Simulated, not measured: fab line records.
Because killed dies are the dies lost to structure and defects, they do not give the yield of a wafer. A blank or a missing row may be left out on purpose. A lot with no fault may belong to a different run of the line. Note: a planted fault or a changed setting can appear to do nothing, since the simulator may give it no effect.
Matching of chambers || flow n5Finfet || N5_BEOL_M8_STRIP_36 on rieDiel-03: 4 sister chambers
The step strips in N2/H2. 4 wafers are shown with their chamber, then 11 later ones without.

## EACH WAFER AND ITS CHAMBER
{"wafer": "L087.1", "chamber": 3, "throttleValvePct (%)": 23.42}
{"wafer": "L087.4", "chamber": 0, "throttleValvePct (%)": 24.05}
{"wafer": "L087.5", "chamber": 2, "throttleValvePct (%)": 23.34}
{"wafer": "L092.2", "chamber": 1, "throttleValvePct (%)": 23.36}

## WAFERS WITHOUT THEIR CHAMBER
{"wafer": "L092.3", "throttleValvePct (%)": 23.40}
{"wafer": "L092.4", "throttleValvePct (%)": 23.40}
{"wafer": "L093.1", "throttleValvePct (%)": 23.39}
{"wafer": "L093.3", "throttleValvePct (%)": 23.35}
{"wafer": "L093.6", "throttleValvePct (%)": 23.38}
{"wafer": "L096.1", "throttleValvePct (%)": 23.42}
{"wafer": "L096.3", "throttleValvePct (%)": 23.36}
{"wafer": "L096.5", "throttleValvePct (%)": 23.39}
{"wafer": "L097.1", "throttleValvePct (%)": 23.42}
{"wafer": "L097.3", "throttleValvePct (%)": 23.40}
{"wafer": "L097.5", "throttleValvePct (%)": 23.39}

## WHICH CHAMBER EACH ONE RAN IN
{"wafer": "L092.3", "from the rows above": "can't be placed: 3 or 1 or 2", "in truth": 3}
{"wafer": "L092.4", "from the rows above": "can't be placed: 3 or 1 or 2", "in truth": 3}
{"wafer": "L093.1", "from the rows above": "can't be placed: 1 or 3 or 2", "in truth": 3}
{"wafer": "L093.3", "from the rows above": "can't be placed: 1 or 2", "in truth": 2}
{"wafer": "L093.6", "from the rows above": "can't be placed: 1 or 2 or 3", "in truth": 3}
{"wafer": "L096.1", "from the rows above": 3, "in truth": 3}
{"wafer": "L096.3", "from the rows above": "can't be placed: 1 or 2", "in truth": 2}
{"wafer": "L096.5", "from the rows above": "can't be placed: 1 or 3 or 2", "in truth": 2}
{"wafer": "L097.1", "from the rows above": 3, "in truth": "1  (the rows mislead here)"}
{"wafer": "L097.3", "from the rows above": "can't be placed: 3 or 1 or 2", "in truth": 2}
{"wafer": "L097.5", "from the rows above": "can't be placed: 1 or 3 or 2", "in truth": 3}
1 of 11 placed correctly. These rows do not allow placing 9 (true chamber among the candidates in 9). Wrongly placed: 1.
How it was worked out, from the rows above alone: a wafer's distance from a chamber is the root of the sum, over the readings, of the square of ((its reading less the chamber's mean) divided by the reading's scatter). If the next closest chamber is less than 2 further off than the closest, the wafer can't be placed; otherwise it belongs to the closest. A chamber's mean is the mean of its shown wafers. The scatter: root of mean squared gap, hidden wafer to nearest shown wafer, with one shown wafer a chamber.
